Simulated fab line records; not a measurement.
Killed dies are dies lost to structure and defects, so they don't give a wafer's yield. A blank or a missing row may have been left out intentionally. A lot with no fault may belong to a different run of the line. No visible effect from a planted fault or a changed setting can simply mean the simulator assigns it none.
One fault seen from 2 desks :: flow nandHarc :: only its own numbers are on each desk; what lay behind them is given at the end

TOOL OWNER'S DESK, krfScanner-01
The tool's own readings at NHARC_A_BONDPAD_EXPOSE_06 (exposes mask A BPAD): means of the sampled wafers that have a number, for each lot that ran on this tool. If a lot's mean is further than 4 standard deviations from the usual mean, the lot is out of limits and carries the mark OUT (the distance appears in the brackets).
Columns: A = exposureDoseMJCm2 at NHARC_A_BONDPAD_EXPOSE_06, usual 37.2
lot: L629
first seen here: day 18 04:42
A: 37.0

lot: L631
first seen here: day 18 08:20
A: 37.0

lot: L633
first seen here: day 19 15:10
A: 36.9

lot: L640
first seen here: day 22 10:38
A: 24.9 (-40) OUT
Finding of this desk: L640 out of limits; the first was L640 at day 22 10:38, on exposureDoseMJCm2 at NHARC_A_BONDPAD_EXPOSE_06. L629, L631, L633 stayed within limits.

AT THE METROLOGY DESK
What the gauges read for every lot (on any tool): the sampled wafers with a number, averaged. If a lot's mean is further than 4 standard deviations from the usual mean, the lot is out of limits and carries the mark OUT (the distance appears in the brackets).
Columns: A = cdNm at NHARC_A_BONDPAD_CD_MEAS_09, usual 499.0 nm
lot: L626
first seen here: day 18 01:24
A: 500.9

lot: L629
first seen here: day 18 04:51
A: 496.3

lot: L631
first seen here: day 18 08:29
A: 498.1

lot: L633
first seen here: day 19 15:19
A: 498.0

lot: L632
first seen here: day 20 08:24
A: 495.9

lot: L639
first seen here: day 22 05:01
A: 496.8

lot: L640
first seen here: day 22 10:47
A: 491.3

lot: L643
first seen here: day 22 22:04
A: 498.4

lot: L645
first seen here: day 23 09:59
A: 498.0

lot: L648
first seen here: day 23 16:50
A: 500.0

lot: L649
first seen here: day 24 09:13
A: 500.3
This desk's verdict: no lot among the 11 shows anything out of limits.

PUT TOGETHER
The tool owner's desk had the chance to raise an alarm at day 22 10:38 on L640.
From the metrology desk's view, nothing was out of limits.
The metrology desk has L640 on record, within its limits.
Of the lots named, all ran NHARC_A_BONDPAD_EXPOSE_06 on krfScanner-01.

WHAT HAD BEEN PUT IN BY THE SIMULATOR
Process parameters drifting: krfScanner-01 at NHARC_A_BONDPAD_EXPOSE_06, beginning at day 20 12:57. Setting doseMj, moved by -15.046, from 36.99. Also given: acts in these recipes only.
Shown lots that were struck: L640.
Hours from the fault's start to each desk's first reading out of limits: the tool owner's desk, 46.
